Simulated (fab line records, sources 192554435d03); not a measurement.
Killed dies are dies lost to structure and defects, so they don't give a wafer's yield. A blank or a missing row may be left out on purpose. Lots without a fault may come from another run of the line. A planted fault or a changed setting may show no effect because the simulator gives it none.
Which tool did it? | flow n5_finfet | 23 lots, 69 wafers sampled, at 2 steps of a route of 1938

WHAT THE GAUGES READ, wafer by wafer
N5_PMOS_HMC_CHANNEL_EPI_INSPECT_30: inspects for defects (darkfield). Usual: raw_defect_count 19, standard deviation 6.2.
lot  | measured    | on                | raw_defect_count | flag
L074 | day 1 20:28 | defect_inspect-01 | 17 18 12         |
L075 | day 2 03:10 | defect_inspect-02 | 20 30 37         |
L076 | day 2 08:29 | defect_inspect-01 | 8 23 14          |
L077 | day 2 14:46 | defect_inspect-02 | 13 20 12         |
L078 | day 2 20:23 | defect_inspect-02 | 19 32 15         |
L079 | day 3 04:32 | defect_inspect-02 | 19 16 10         |
L080 | day 3 08:44 | defect_inspect-01 | 11 14 16         |
L081 | day 3 15:12 | defect_inspect-01 | 16 22 15         |
L082 | day 3 20:50 | defect_inspect-01 | 19 17 17         |
L083 | day 4 04:40 | defect_inspect-02 | 24 21 16         |
L084 | day 4 08:26 | defect_inspect-01 | 22 18 23         |
L085 | day 4 13:59 | defect_inspect-02 | 25 28 23         |
L086 | day 4 20:50 | defect_inspect-02 | 23 22 16         |
L087 | day 5 03:53 | defect_inspect-01 | 22 15 12         |
L088 | day 5 08:38 | defect_inspect-01 | 11 23 8          |
L089 | day 5 14:23 | defect_inspect-02 | 37 43 23         |
L090 | day 5 19:53 | defect_inspect-02 | 21 24 13         |
L091 | day 6 02:06 | defect_inspect-01 | 18 19 29         |
L092 | day 6 08:23 | defect_inspect-02 | 10 14 20         |
L094 | day 6 22:41 | defect_inspect-01 | 28 20 19         |
L095 | day 7 02:00 | defect_inspect-01 | 15 15 25         |
L096 | day 7 08:31 | defect_inspect-01 | 19 17 20         |
L097 | day 7 14:28 | defect_inspect-01 | 8 20 17          |

WHICH TOOL RAN EACH LOT (tool, then ch and the chambers of the sampled wafers, then the start)
lot  | N5_WELL_APT_DESCUM_13
L074 | rie_diel-01 ch 1,2, day 1 13:44
L075 | rie_diel-02 ch 1,2,3, day 1 20:12
L076 | rie_diel-02 ch 0,1, day 2 01:46
L077 | rie_diel-05 ch 1,2,3, day 2 07:50
L078 | rie_diel-01 ch 1,2,3, day 2 13:42
L079 | rie_diel-05 ch 2,3, day 2 20:34
L080 | rie_diel-02 ch 0,1,2, day 3 01:45
L081 | rie_diel-01 ch 2,3, day 3 07:55
L082 | rie_diel-05 ch 1,2, day 3 14:41
L083 | rie_diel-05 ch 0,1, day 3 21:25
L084 | rie_diel-01 ch 0,1, day 4 01:41
L085 | rie_diel-05 ch 0,1,2, day 4 07:42
L086 | rie_diel-02 ch 0,3, day 4 13:41
L087 | rie_diel-01 ch 0,3, day 4 20:10
L088 | rie_diel-01 ch 0,2,3, day 5 02:11
L089 | rie_diel-05 ch 1,2,3, day 5 07:52
L090 | rie_diel-05 ch 1,3, day 5 13:51
L091 | rie_diel-02 ch 2,3, day 5 19:38
L092 | rie_diel-01 ch 1,3, day 6 01:48
L094 | rie_diel-01 ch 0,3, day 6 16:35
L095 | rie_diel-01 ch 0,1, day 6 19:41
L096 | rie_diel-05 ch 1,2,3, day 7 01:38
L097 | rie_diel-01 ch 0,1,3, day 7 07:46
- N5_WELL_APT_DESCUM_13: chemistry O2, time 7.9 s.

WHAT THE TOOLS THEMSELVES READ (means of the sampled wafers that have a number; where no wafer has one, the mark that the record gives instead)
N5_WELL_APT_DESCUM_13. Usual: drypump_motor_current_A 5.7 A, standard deviation 0.51; oes_product_au 0.76 a.u., standard deviation 0.062; rf_vpp_V 242.8 V, standard deviation 0.94; showerhead_plenum_p_Torr 2.071 Torr, standard deviation 0.028; throttle_valve_pct 20.47 %, standard deviation 0.24.
lot  | tool        | drypump_motor_current_A (A) | oes_product_au (a.u.) | rf_vpp_V (V) | showerhead_plenum_p_Torr (Torr) | throttle_valve_pct (%) | flag
L074 | rie_diel-01 | 5.7                         | 0.72                  | 242.6        | 2.077                           | 20.66                  |
L075 | rie_diel-02 | 6.1                         | 0.79                  | 243.4        | 2.110                           | 20.38                  |
L076 | rie_diel-02 | 5.8                         | 0.81                  | 243.1        | 2.065                           | 20.33                  |
L077 | rie_diel-05 | 5.6                         | 0.75                  | 242.5        | 2.060                           | 20.54                  |
L078 | rie_diel-01 | 5.4                         | 0.73                  | 244.2        | 2.081                           | 20.58                  |
L079 | rie_diel-05 | 5.5                         | 0.75                  | 242.5        | 2.063                           | 20.66                  |
L080 | rie_diel-02 | 5.9                         | 0.78                  | 243.3        | 2.079                           | 20.45                  |
L081 | rie_diel-01 | 5.4                         | 0.72                  | 243.1        | 2.074                           | 20.68                  |
L082 | rie_diel-05 | 5.4                         | 0.75                  | 241.1        | 2.032                           | 20.44                  |
L083 | rie_diel-05 | 5.7                         | 0.73                  | 242.7        | 2.077                           | 20.45                  |
L084 | rie_diel-01 | 6.3                         | 0.87                  | 242.2        | 2.065                           | 20.13                  |
L085 | rie_diel-05 | 5.4                         | 0.74                  | 242.8        | 2.055                           | 20.43                  |
L086 | rie_diel-02 | 5.7                         | 0.81                  | 242.5        | 2.063                           | 20.38                  |
L087 | rie_diel-01 | 5.4                         | 0.82                  | 243.4        | 2.074                           | 20.33                  |
L088 | rie_diel-01 | 5.7                         | 0.79                  | 242.6        | 2.066                           | 20.43                  |
L089 | rie_diel-05 | 5.6                         | 0.74                  | 242.7        | 2.050                           | 20.58                  |
L090 | rie_diel-05 | 5.8                         | 0.73                  | 242.7        | 2.075                           | 20.70                  |
L091 | rie_diel-02 | 6.0                         | 0.77                  | 243.0        | 2.103                           | 20.45                  |
L092 | rie_diel-01 | 5.1                         | 0.73                  | 243.6        | 2.076                           | 20.54                  |
L094 | rie_diel-01 | 5.9                         | 0.85                  | 242.3        | 2.059                           | 20.18                  |
L095 | rie_diel-01 | 6.2                         | 0.83                  | 242.7        | 2.057                           | 20.18                  |
L096 | rie_diel-05 | 5.6                         | 0.72                  | 242.7        | 2.046                           | 20.61                  |
L097 | rie_diel-01 | 5.7                         | 0.77                  | 243.0        | 2.064                           | 20.37                  |

THE ANSWER, worked out from the rows above alone
Rule: a lot is off if the mean of its wafers that have a number lies more than 3 standard deviations from the usual mean. A lot without any number at a reading at which 4 lots or more have one is off too. The other lots that the step has rows for count as sound. The gauges are gone through in route order, then the tools' own readings, and for those a lot's mean is taken as printed above. The first step at which some lot is off is used, and at that step the reading that is off furthest; a lot without a number counts as furthest.
No lot is off at any reading shown: from this, nothing can be told.

WHAT THE SIMULATOR HAD PUT IN
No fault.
